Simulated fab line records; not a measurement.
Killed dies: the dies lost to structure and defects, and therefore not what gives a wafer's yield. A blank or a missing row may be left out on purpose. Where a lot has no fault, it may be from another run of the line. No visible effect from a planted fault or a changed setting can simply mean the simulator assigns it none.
Problem report in the 8D (eight disciplines) form, filled by code ; flow nandHarc ; the parts of the form that need people (team, actions taken, sign-off) are left out

1. WHAT WENT WRONG
Wafers with no fault read 117.8 nm with a standard deviation of 1.8, whereas thkNm at NHARC_P_M0_THK_MEAS_24 reads a mean of 109.1 nm on 1 wafer of 1 lot. Measured from the usual mean, that is -4.8 standard deviations.
The step: measures by xrf.
Earliest sighting: wafer L987.5 on filmMetro-01 at day 12 22:53. Wafers with a number at this step in the record: 34, from 12 lots. Rule for "out" (also "out of limits"): further than 4 standard deviations from the usual mean. The rest of the wafers with a number are treated as sound.

2. WHAT IT IS, AND WHAT IT ISN'T
question;is;is not
which readings at this step;thkNm;-
which lots;L987;L971, L972, L974, L976, L977, L979, L980, L988, L989, L993, L994
which wafers of those lots;L987.5;L987.6
read on which gauges;filmMetro-01;filmMetro-02
when;from day 12 22:53;"up to then (22 sound wafers); but 11 sound wafers of L988, L989, L993, L994 came after"

3. SUSPECTS, AND WHAT RULES EACH OUT
Counting: any tool at a process step up to the reading remains a suspect provided it ran every lot that is out. Sound lots after the first of them don't rule it out here, since some wafers of a struck lot are sound.
- ruled out: the gauge at NHARC_P_M0_THK_MEAS_24. All the wafers that are out were read on filmMetro-01, but those of them that NHARC_P_M0_CMP_23 has rows for are out there too, on other tools.
- pvdSputter-03 at NHARC_P_CONTACT_PVD_32 (deposits Ti, target thk 5 nm, time 17.7 s): kept. It ran the lot that is out, L987 (day 12 20:24). Because NHARC_P_CONTACT_PVD_32 lacks a start for some lots, the hours and order of its lots are taken from NHARC_P_M0_CD_MEAS_09.
- pvdSputter-01 at NHARC_P_M0_PRE_CLEAN_29 (time 30 s): kept. The lot that is out, L987, ran on it at day 12 22:41; the last sound lot it ran before that was L976, at day 8 02:23. Because NHARC_P_M0_PRE_CLEAN_29 lacks a start for some lots, the hours and order of its lots are taken from NHARC_P_M0_CMP_23.
- cmp-03 at NHARC_P_M0_CMP_23 (polishes, t overpolish 20 s, target thk 117.54 nm): kept. The lot that is out, L987, ran on it at day 12 22:41; the last sound lot it ran before that was L972, at day 6 14:59. On those wafers its own readings are out: timeToEndpointS.
- Within cmp-03 at NHARC_P_M0_CMP_23: the wafers that are out ran in chamber 0; their sound lot-mates ran in chamber 3.
Left after counting: pvdSputter-03 at NHARC_P_CONTACT_PVD_32, pvdSputter-01 at NHARC_P_M0_PRE_CLEAN_29, cmp-03 at NHARC_P_M0_CMP_23.

4. THE CAUSE (what the simulator had put in)
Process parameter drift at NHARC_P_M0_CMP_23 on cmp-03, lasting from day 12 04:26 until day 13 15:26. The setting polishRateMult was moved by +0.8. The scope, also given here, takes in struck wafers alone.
After counting, 3 suspects remain, this tool included.

5. THE EFFECT CHAIN, in route order
One row per reading whose mean, taken over the struck wafers that have a number, lies over 3 standard deviations from the usual. Only readings whose record carries a usual standard deviation are examined. hours: median over the lots of the time between each lot's start at the first step of this table that gives one and its start at this step. sigmas: the change, counted in usual standard deviations.
hours;step;reading;usual;on struck wafers;change;sigmas
0;NHARC_P_M0_CMP_23;timeToEndpointS;29 s;13;-16;-4.1
0;NHARC_P_M0_THK_MEAS_24;thkNm;117.8 nm;109.1;-8.7;-4.8
Process steps it contains:
- NHARC_P_M0_CMP_23: polishes, t overpolish 20 s, target thk 117.54 nm.

6. WHAT WOULD HAVE CAUGHT IT SOONER
The first out-of-limits reading at a measuring or inspecting step in this record came at day 12 22:53, 18 hours after the fault's start at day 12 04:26.
The tool's own readings at NHARC_P_M0_CMP_23 were out on every struck wafer that the step has a row for (timeToEndpointS): an alarm limit on them would have fired on the first of those.
By day 12 22:53 the whole set of lots that are out, 1 in number, had already begun NHARC_P_M0_CMP_23 on cmp-03. None of them would have been spared by holding the tool at that moment.
